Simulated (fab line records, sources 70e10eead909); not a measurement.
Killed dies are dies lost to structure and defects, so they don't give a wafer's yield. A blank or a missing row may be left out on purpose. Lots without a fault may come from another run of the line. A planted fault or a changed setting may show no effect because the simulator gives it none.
Chamber matching | flow nand_harc | NHARC_A_CONTACT_DESCUM_74 on rie_diel-01: 4 sister chambers
The step chemistry O2, time 3 s. 4 wafers are shown with their chamber, then 7 later ones without.

WAFERS WITH THEIR CHAMBER
wafer  | chamber | showerhead_plenum_p_Torr (Torr)
L091.5 | 0       | 1.76
L091.6 | 3       | 1.98
L089.2 | 2       | 1.89
L089.3 | 1       | 1.92

WAFERS WITHOUT THEIR CHAMBER
wafer  | showerhead_plenum_p_Torr (Torr)
L089.5 | 1.98
L088.2 | 1.98
L088.4 | 1.76
L088.5 | 1.92
L092.1 | 2.08
L092.4 | 1.92
L092.6 | 1.89

WHICH CHAMBER EACH WENT THROUGH
wafer  | from the rows above          | in truth
L089.5 | can't be placed: 3 or 1      | 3
L088.2 | can't be placed: 3 or 1      | 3
L088.4 | 0                            | 0
L088.5 | can't be placed: 1 or 2 or 3 | 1
L092.1 | can't be placed: 3 or 1      | 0
L092.4 | can't be placed: 1 or 2 or 3 | 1
L092.6 | can't be placed: 2 or 1      | 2
Placed correctly: 1 of 7. Can't be placed from these rows: 6 (the true chamber is among the candidates in 5). Placed wrongly: 0.
How it was worked out, from the rows above alone: a wafer's distance from a chamber is the root of the sum, over the readings, of the square of ((its reading less the chamber's mean) divided by the reading's scatter). The wafer belongs to the nearest chamber; if the next one is less than 2 further off, it can't be placed. A chamber's mean is the mean of its shown wafers. The scatter: with one shown wafer a chamber, the root of the mean of the squares of how far each hidden wafer lies from its nearest shown one.
